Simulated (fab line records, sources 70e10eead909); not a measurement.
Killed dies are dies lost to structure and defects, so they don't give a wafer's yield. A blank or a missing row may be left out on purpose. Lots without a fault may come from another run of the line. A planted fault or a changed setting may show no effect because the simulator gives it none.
Chamber matching | flow nand_harc | NHARC_A_STAIRCASE_TRIM_220 on rie_diel-03: 4 sister chambers
The step chemistry O2, time 211.2 s. 8 wafers are shown with their chamber, then 9 later ones without.

WAFERS WITH THEIR CHAMBER
wafer  | chamber | drypump_motor_current_A (A) | showerhead_plenum_p_Torr (Torr)
L079.5 | 3       | 5.9                         | 3.34
L080.3 | 3       | 5.9                         | 3.33
L083.6 | 2       | 5.8                         | 3.59
L084.4 | 2       | 5.9                         | 3.58
L084.6 | 0       | 5.9                         | 3.39
L087.2 | 1       | 5.1                         | 3.36
L087.3 | 0       | 5.9                         | 3.39
L087.6 | 1       | 5.1                         | 3.36

WAFERS WITHOUT THEIR CHAMBER
wafer  | drypump_motor_current_A (A) | showerhead_plenum_p_Torr (Torr)
L089.3 | 5.9                         | 3.58
L089.4 | 5.1                         | 3.35
L089.6 | 5.9                         | 3.32
L093.4 | 5.9                         | 3.37
L093.5 | 5.1                         | 3.35
L093.6 | 5.9                         | 3.38
L094.2 | 5.9                         | 3.57
L094.3 | 5.9                         | 3.37
L094.4 | 5.1                         | 3.34

WHICH CHAMBER EACH WENT THROUGH
wafer  | from the rows above | in truth
L089.3 | 2                   | 2
L089.4 | 1                   | 1
L089.6 | 3                   | 3
L093.4 | 0                   | 0
L093.5 | 1                   | 1
L093.6 | 0                   | 0
L094.2 | 2                   | 2
L094.3 | 0                   | 0
L094.4 | 1                   | 1
Placed correctly: 9 of 9. Can't be placed from these rows: 0. Placed wrongly: 0.
How it was worked out, from the rows above alone: a wafer's distance from a chamber is the root of the sum, over the readings, of the square of ((its reading less the chamber's mean) divided by the reading's scatter). The wafer belongs to the nearest chamber; if the next one is less than 2 further off, it can't be placed. A chamber's mean is the mean of its shown wafers. The scatter: the root of (the sum of the squares of (reading less its chamber's mean) over the shown wafers, divided by (wafers less chambers)).
